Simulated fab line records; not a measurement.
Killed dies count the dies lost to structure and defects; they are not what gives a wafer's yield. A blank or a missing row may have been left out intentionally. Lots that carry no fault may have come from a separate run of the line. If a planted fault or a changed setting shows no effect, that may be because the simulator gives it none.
Matching of chambers -- flow n5_finfet -- uv_cure-03 running N5_BEOL_M8_CURE_74: 3 sister chambers
The step cures SiCOH lowk, time 240 s. 27 wafers are shown with their chamber, then 12 later ones without.

WAFERS WITH THEIR CHAMBER
wafer,chamber,wafer_temp_C_max,lamp_power_pct (%)
L075.3,2,387.2,52.37
L075.4,2,387.9,52.36
L075.6,2,387.4,52.32
L074.3,2,387.3,52.26
L074.5,2,386.9,52.18
L074.6,2,386.9,52.20
L076.3,2,386.3,52.34
L076.4,2,387.5,52.36
L076.6,2,387.1,52.30
L077.1,0,387.6,52.30
L077.3,0,387.7,52.34
L077.4,0,386.9,52.24
L077.2,0,387.3,52.40
L077.5,0,386.7,52.30
L077.6,0,387.8,52.41
L080.1,0,387.7,52.34
L080.2,0,386.9,52.27
L080.4,0,386.8,52.37
L080.3,0,387.1,52.35
L080.5,0,387.0,52.30
L080.6,0,387.0,52.30
L081.2,0,387.1,52.33
L081.5,0,387.0,52.25
L081.6,0,387.2,52.32
L086.2,1,385.5,52.26
L086.3,1,385.6,52.25
L086.5,1,386.2,52.36

SIGNATURES (averages over the wafers above)
reading,chamber 0,chamber 1,chamber 2,scatter within a chamber
wafer_temp_C_max,387.187,385.767,387.167,0.391
lamp_power_pct,52.3213,52.2900,52.2989,0.0583
Rule: a wafer's distance from a chamber is the root of the sum, over the readings, of the square of ((its reading less the chamber's mean) divided by the reading's scatter). The wafer belongs to the nearest chamber; if the next one is less than 2 further off, it can't be placed. How the scatter is found: for the shown wafers, subtract from each reading the mean of its chamber, square and add these, divide the total by (wafers less chambers), then take the root.

WAFERS WITHOUT THEIR CHAMBER
wafer,wafer_temp_C_max,lamp_power_pct (%)
L085.2,386.8,52.22
L085.4,387.5,52.32
L085.5,387.5,52.31
L093.2,386.1,52.35
L093.4,385.8,52.32
L093.5,386.1,52.34
L094.1,387.1,52.26
L094.2,388.1,52.27
L094.3,387.4,52.29
L094.4,387.1,52.21
L094.5,387.5,52.26
L094.6,386.9,52.25

THE CHAMBER EACH PASSED THROUGH
wafer,from the rows above,in truth
L085.2,can't be placed: 2 or 0 or 1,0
L085.4,can't be placed: 0 or 2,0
L085.5,can't be placed: 0 or 2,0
L093.2,can't be placed: 1 or 0 or 2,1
L093.4,1,1
L093.5,can't be placed: 1 or 0 or 2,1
L094.1,can't be placed: 2 or 0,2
L094.2,can't be placed: 2 or 0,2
L094.3,can't be placed: 2 or 0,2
L094.4,can't be placed: 2 or 0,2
L094.5,can't be placed: 2 or 0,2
L094.6,can't be placed: 2 or 0 or 1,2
Correct placement for 1 of the 12. These rows do not allow placing 11 (true chamber among the candidates in 11). Wrongly placed: 0.
